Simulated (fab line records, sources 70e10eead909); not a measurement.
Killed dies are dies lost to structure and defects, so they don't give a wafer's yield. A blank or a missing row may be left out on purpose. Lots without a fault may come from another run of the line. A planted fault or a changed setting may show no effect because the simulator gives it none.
Chamber matching | flow nand_harc | NHARC_P_GATE_ETCH_104 on rie_diel-11: 4 sister chambers
The step etches the open film in CF4/CHF3, target depth 60 nm. 14 wafers are shown with their chamber, then 7 later ones without.

WAFERS WITH THEIR CHAMBER
wafer  | chamber | showerhead_plenum_p_Torr (Torr) | drypump_motor_current_A (A) | rf_vpp_V (V)
L443.2 | 0       | 1.62                            | 6.0                         | 372.5
L443.3 | 1       | 1.65                            | 6.2                         | 373.7
L443.4 | 0       | 1.62                            | 6.0                         | 372.6
L445.1 | 3       | 1.49                            | 6.5                         | 367.8
L445.2 | 2       | 1.58                            | 5.8                         | 370.5
L445.4 | 0       | 1.62                            | 6.0                         | 372.7
L450.3 | 3       | 1.49                            | 6.5                         | 369.3
L450.4 | 1       | 1.64                            | 6.2                         | 372.6
L450.6 | 0       | 1.62                            | 6.0                         | 373.6
L452.2 | 3       | 1.49                            | 6.5                         | 366.7
L452.4 | 1       | 1.64                            | 6.1                         | 372.7
L452.5 | 1       | 1.64                            | 6.1                         | 373.5
L453.2 | 3       | 1.49                            | 6.5                         | 366.7
L453.3 | 2       | 1.57                            | 5.8                         | 369.8

SIGNATURES (means of the wafers above)
reading                  | chamber 0 | chamber 1 | chamber 2 | chamber 3 | scatter within a chamber
showerhead_plenum_p_Torr | 1.6200    | 1.6425    | 1.5750    | 1.4900    | 0.00354
drypump_motor_current_A  | 6.000     | 6.150     | 5.800     | 6.500     | 0.0316
rf_vpp_V                 | 372.850   | 373.125   | 370.150   | 367.625   | 0.806
Rule: a wafer's distance from a chamber is the root of the sum, over the readings, of the square of ((its reading less the chamber's mean) divided by the reading's scatter). The wafer belongs to the nearest chamber; if the next one is less than 2 further off, it can't be placed. The scatter: the root of (the sum of the squares of (reading less its chamber's mean) over the shown wafers, divided by (wafers less chambers)).

WAFERS WITHOUT THEIR CHAMBER
wafer  | showerhead_plenum_p_Torr (Torr) | drypump_motor_current_A (A) | rf_vpp_V (V)
L453.4 | 1.62                            | 6.0                         | 371.9
L458.3 | 1.62                            | 6.0                         | 370.2
L458.4 | 1.57                            | 5.8                         | 370.7
L458.6 | 1.57                            | 5.8                         | 371.9
L461.1 | 1.64                            | 6.2                         | 372.1
L461.3 | 1.62                            | 6.0                         | 371.7
L461.4 | 1.48                            | 6.5                         | 367.5

WHICH CHAMBER EACH WENT THROUGH
wafer  | from the rows above | in truth
L453.4 | 0                   | 0
L458.3 | 0                   | 0
L458.4 | 2                   | 2
L458.6 | 2                   | 2
L461.1 | 1                   | 1
L461.3 | 0                   | 0
L461.4 | 3                   | 3
Placed correctly: 7 of 7. Can't be placed from these rows: 0. Placed wrongly: 0.
